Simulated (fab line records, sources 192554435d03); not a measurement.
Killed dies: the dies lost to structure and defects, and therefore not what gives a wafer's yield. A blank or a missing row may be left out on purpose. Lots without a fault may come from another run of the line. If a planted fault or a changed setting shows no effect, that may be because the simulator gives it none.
fab line records	flow n5-finfet
[record] lots = 13	wafers = 37	last-day = 18
route steps=1938 shown DUMMY_GATE@240 SPACER0@259 SD_EPI_N@271
lots that met no fault: from a run of the same line without faults
start-h: start of the lot's first displayed wafer, in hours after the record's first day	wait-h: hours since the lot's step before	" the same as in the row above	L1.1+2: one row covering several wafers at once	- value missing, or start not given	* or withheld: withheld	< > ~ a bound
route shown NAME@n: a module of which the file shows steps, and the number in the route of the first	usual: mean/standard deviation taken from wafers without a fault	same: alike in all rows	chamber/n: place in a boat	sites: per-site readings	_std_site: the standard deviation of these	_edge_site: inner sites' mean taken away from outer sites' mean	radius-mm: how far each site lies from the wafer's centre	mask NAME#n: copy n	behind: tool/chamber where the wafer was last shaped	hold: why the lot was held/for how many hours/how that ended	device: the n, p or np transistor that did not switch	end of line: the same wafers' tests at the end of the route	for a step that has no rows: nothing shown but its recipe	killed: at the first sort, the dies lost to defects and structure; wafer yield is something else	map: a wafer's dies, x killed, . not, _ none there
set.NAME: the setting as run; set.NAME@STEP: as run at that earlier step	model.NAME: the simulator's own value behind a step, which no gauge read
the route's steps for a sample of lots (tables are steps, rows are wafers)
services: from which hour (start-h, from the record's first day; less than 0 if before it) a tool's chamber was out of use, for how many hours, and why
[[steps]]
[step N5_DUMMY_GATE_TRIM_49]
[recipe] chemistry = O2	resist = SOC	time-s = 29	target-cd-nm = 14	source-power-w = 300	bias-power-w = 0	O2_flow_sccm = 100	temp-c = 20
[usual] drypump-motor-current-A = 5.7/0.55	oes-product-au = 1.006/0.013	throttle-valve-pct = 8.17/0.12
[same] time-s = 29
lot.wafer	tool	chamber	start-h	wait-h	drypump-motor-current-A	oes-product-au	rf-hours-counter-h	throttle-valve-pct
L988.1	rie-si-01	3	54.06	0.0	5.9	0.995	92	7.94
L988.5	"	3	"	"	5.9	1.003	-	7.93
L989.4	rie-si-01	1	55.89	0.0	5.2	1.000	48	8.27
L989.5	"	1	"	"	5.2	1.004	-	8.26
L989.6	"	0	"	"	6.2	1.005	-	8.22
L990.2	rie-si-03	0	63.79	0.0	6.4	1.023	182	8.30
L990.3	"	2	"	"	5.3	1.026	9	8.28
L990.4	"	1	"	"	5.3	0.999	158	8.34
L991.1	rie-si-01	2	66.31	0.0	6.3	1.003	172	8.11
L991.2	"	3	"	"	5.9	1.005	92	7.93
L991.4	"	1	"	"	5.2	0.999	48	8.24
L992.1	rie-si-01	3	72.85	0.0	5.9	0.998	92	7.95
L992.4	"	0	"	"	6.3	0.998	182	8.24
L992.6	"	0	"	"	6.3	0.988	-	8.24
L994.3	rie-si-06	1	83.43	0.0	5.0	1.004	13	8.00
L994.4	"	0	"	"	5.2	1.001	1	8.19
L994.5	"	3	"	"	6.3	0.981	-	8.21
L996.3	rie-si-06	0	94.34	0.0	5.2	1.007	1	8.18
L996.4	"	1	"	"	5.1	1.010	13	7.98
L996.5	"	2	"	"	4.9	1.023	-	8.05
L997.2	rie-si-03	1	99.92	0.0	5.3	1.003	159	8.34
L997.5	"	1	"	"	5.3	1.000	-	8.34
L997.6	"	2	"	"	5.3	1.024	-	8.29
L100.1	rie-si-01	3	120.51	0.0	5.9	1.012	93	7.93
L100.3	"	0	"	"	6.2	0.998	182	8.25
L100.5	"	2	"	"	6.3	1.001	-	8.11
L101.1	rie-si-03	3	124.45	0.0	6.0	1.020	22	8.14
L101.5	"	2	"	"	5.3	1.029	-	8.28
L101.6	"	3	"	"	6.1	1.024	-	8.16
L103.1	rie-si-06	1	141.39	0.0	5.0	1.007	14	7.99
L103.5	"	0	"	"	5.2	1.016	-	8.20
L107.3	rie-si-01	1	163.55	0.0	5.2	1.008	50	8.25
L107.4	"	3	"	"	5.9	1.005	94	7.96
L107.6	"	2	"	"	6.3	1.009	-	8.10
L110.2	rie-si-03	1	177.67	0.0	5.3	1.012	160	8.33
L110.4	"	2	"	"	5.3	1.023	11	8.28
L110.6	"	2	"	"	5.3	1.037	-	8.28
[step N5_DUMMY_GATE_INSPECT_27]
[recipe] inspect-instrument = brightfield	mode = aei
[usual] raw-defect-count = 276/68
lot.wafer	tool	chamber	start-h	wait-h	raw-defect-count
L988.1	defect-inspect-02	-	54.99	0.0	237
L988.5	"	-	"	"	331
L989.4	defect-inspect-02	-	56.82	0.0	307
L989.5	"	-	"	"	244
L989.6	"	-	"	"	211
L990.2	defect-inspect-01	-	65.05	0.0	177
L990.3	"	-	"	"	161
L990.4	"	-	"	"	211
L991.1	defect-inspect-02	-	67.34	0.0	348
L991.2	"	-	"	"	269
L991.4	"	-	"	"	287
L992.1	defect-inspect-02	-	73.88	0.0	357
L992.4	"	-	"	"	268
L992.6	"	-	"	"	242
L994.3	defect-inspect-02	-	84.36	0.0	291
L994.4	"	-	"	"	317
L994.5	"	-	"	"	394
L996.3	defect-inspect-02	-	95.41	0.0	221
L996.4	"	-	"	"	310
L996.5	"	-	"	"	281
L997.2	defect-inspect-02	-	100.90	0.0	217
L997.5	"	-	"	"	226
L997.6	"	-	"	"	235
L100.1	defect-inspect-01	-	121.79	0.0	393
L100.3	"	-	"	"	343
L100.5	"	-	"	"	314
L101.1	defect-inspect-01	-	125.38	0.0	272
L101.5	"	-	"	"	221
L101.6	"	-	"	"	211
L103.1	defect-inspect-01	-	142.40	0.0	239
L103.5	"	-	"	"	412
L107.3	defect-inspect-02	-	164.48	0.0	292
L107.4	"	-	"	"	305
L107.6	"	-	"	"	345
L110.2	defect-inspect-02	-	178.60	0.0	250
L110.4	"	-	"	"	246
L110.6	"	-	"	"	222
[step N5_SPACER0_ALD_00]
[recipe] material = SiOCN	target-thk-a = 35	temp-c = 400	ald-precursor-family = alkyl-aminosilane	ald-co-reactant = O2/N2-plasma	pulse-time-s = 3	purge-time-s = 2	co-reactant-purge-time-s = 2	ald-cycles = 58	pressure-torr = 2
[usual] ald-cycles = 58/0	heater-power-w = 872/93	precursor-pulse-height-rel = 1.000/0.019
lot.wafer	tool	chamber	start-h	wait-h	ald-cycles	heater-power-w	precursor-pulse-height-rel
L988.1	ald-sin-02	1	55.39	0.1	58	996	1.017
L988.5	"	0	"	"	58	923	1.004
L989.4	ald-sin-03	2	57.01	0.1	58	834	1.014
L989.5	"	1	"	"	58	776	0.985
L989.6	"	2	"	"	58	848	1.001
L990.2	ald-sin-03	0	66.00	0.1	58	1062	1.019
L990.3	"	1	"	"	58	764	0.993
L990.4	"	2	"	"	58	827	0.990
L991.1	ald-sin-02	2	67.53	0.1	58	999	1.002
L991.2	"	0	"	"	58	930	1.002
L991.4	"	1	"	"	58	992	1.033
L992.1	ald-sin-04	0	74.07	0.1	58	739	0.971
L992.4	"	3	"	"	58	933	1.006
L992.6	"	1	"	"	58	833	1.021
L994.3	ald-sin-03	3	84.54	0.1	58	753	0.996
L994.4	"	1	"	"	58	767	0.997
L994.5	"	0	"	"	58	1041	1.002
L996.3	ald-sin-04	2	95.91	0.1	58	857	0.953
L996.4	"	3	"	"	58	920	0.966
L996.5	"	2	"	"	58	875	1.025
L997.2	ald-sin-02	1	101.53	0.1	58	933	0.998
L997.5	"	3	"	"	58	755	0.986
L997.6	"	2	"	"	58	930	1.024
L100.1	ald-sin-04	2	121.98	0.1	58	842	1.005
L100.3	"	1	"	"	58	843	0.998
L100.5	"	3	"	"	58	943	1.026
L101.1	ald-sin-02	3	125.57	0.1	62	760	0.989
L101.5	"	2	"	"	62	929	1.043
L101.6	"	3	"	"	58	769	1.007
L103.1	ald-sin-02	2	142.62	0.1	62	949	1.064
L103.5	"	1	"	"	62	964	1.002
L107.3	ald-sin-03	2	164.66	0.1	58	841	0.984
L107.4	"	1	"	"	58	780	0.991
L107.6	"	1	"	"	58	796	1.011
L110.2	ald-sin-04	0	179.72	0.1	58	754	0.981
L110.4	"	2	"	"	58	850	1.021
L110.6	"	0	"	"	58	772	1.007
[step N5_SD_EPI_N_OVL_MEAS_10]
[recipe] points-per-wafer = 44
[usual] SD_N_BLK_OVL = -0.2/0.78
[same] points-per-wafer = 44
lot.wafer	tool	chamber	start-h	wait-h	SD_N_BLK_OVL[nm]
L988.1	overlay-01	0	56.24	0.0	-1.0
L988.5	"	0	"	"	-0.1
L989.4	overlay-01	0	58.94	0.0	0.8
L989.5	"	0	"	"	-0.3
L989.6	"	0	"	"	0.3
L990.2	overlay-01	0	66.72	0.0	-1.8
L990.3	"	0	"	"	0.0
L990.4	"	0	"	"	-1.6
L991.1	overlay-02	0	68.37	0.0	1.1
L991.2	"	0	"	"	0.8
L991.4	"	0	"	"	-0.6
L992.1	overlay-01	0	74.79	0.0	1.8
L992.4	"	0	"	"	-1.2
L992.6	"	0	"	"	0.0
L994.3	overlay-01	0	85.39	0.0	-0.5
L994.4	"	0	"	"	-0.4
L994.5	"	0	"	"	-0.3
L996.3	overlay-01	0	96.63	0.0	0.6
L996.4	"	0	"	"	-0.6
L996.5	"	0	"	"	-0.5
L997.2	overlay-01	0	102.25	0.0	0.2
L997.5	"	0	"	"	0.7
L997.6	"	0	"	"	1.2
L100.1	overlay-02	0	122.71	0.0	-0.5
L100.3	"	0	"	"	-0.2
L100.5	"	0	"	"	-0.3
L101.1	overlay-01	0	126.42	0.0	-1.3
L101.5	"	0	"	"	-0.6
L101.6	"	0	"	"	1.1
L103.1	overlay-01	0	143.46	0.0	0.2
L103.5	"	0	"	"	0.7
L107.3	overlay-01	0	165.51	0.0	-0.4
L107.4	"	0	"	"	-2.4
L107.6	"	0	"	"	-0.8
L110.2	overlay-01	0	180.44	0.0	-1.1
L110.4	"	0	"	"	-1.1
L110.6	"	0	"	"	-1.2
[[services]]
tool	chamber	start-h	hours	kind
rie-si-06	2	30.13	1.4	repair
ald-sin-04	-	31.69	0.3	repair
ald-sin-03	2	32.14	6.8	repair
rie-si-06	0	34.46	-	clean
rie-si-01	-	46.52	0.5	repair
ald-sin-04	0	58.68	3.3	repair
rie-si-06	2	69.23	8.5	repair
ald-sin-02	2	81.06	5.4	repair
ald-sin-02	-	86.44	14.0	pm
ald-sin-02	0	86.44	14.0	vent-cycle
ald-sin-02	1	86.44	14.0	vent-cycle
ald-sin-02	3	86.44	14.0	vent-cycle
ald-sin-02	0	100.44	-	clean
ald-sin-02	1	100.44	-	clean
ald-sin-02	2	100.44	-	clean
ald-sin-02	3	100.44	-	clean
ald-sin-04	0	101.13	1.9	repair
rie-si-03	2	105.54	6.1	repair
rie-si-06	-	147.55	3.1	repair
ald-sin-03	-	178.35	14.0	pm
ald-sin-03	0	178.35	14.0	vent-cycle
ald-sin-03	1	178.35	14.0	vent-cycle
ald-sin-03	2	178.35	14.0	vent-cycle
ald-sin-03	3	178.35	14.0	vent-cycle
[[key]]
[first-sign] step = N5_SPACER0_ALD_00	reading = ald-cycles	direction = up	sigmas = 99+	usual = *	struck = *
effect none on later readings
met-at N5_SPACER0_ALD_00
struck-lots L101,L103
struck-wafers L101.1,L101.5,L103.1,L103.5
tester-left-out L101,L103
not-acting-at N5_DUMMY_GATE_TRIM_49,N5_DUMMY_GATE_INSPECT_27,N5_SD_EPI_N_OVL_MEAS_10
onset-between 101.53 125.57
[fault] kind = process-parameter-drift	tool = ald-sin-02	chamber = -	onset-h = 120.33	steps = N5_SPACER0_ALD_00	channel = ald-cycles	offset = *	shape = step	end-h = 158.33	scope = struck-wafers-only	acts-in = *	stated = *
// tester-left-out: of these lots the tester's yield and bins aren't shown, on N5 and GAA mostly nor the transistor test; their killed dies are dies lost to structure and defects alone, not to doping, threshold or leakage, so they don't give the yield
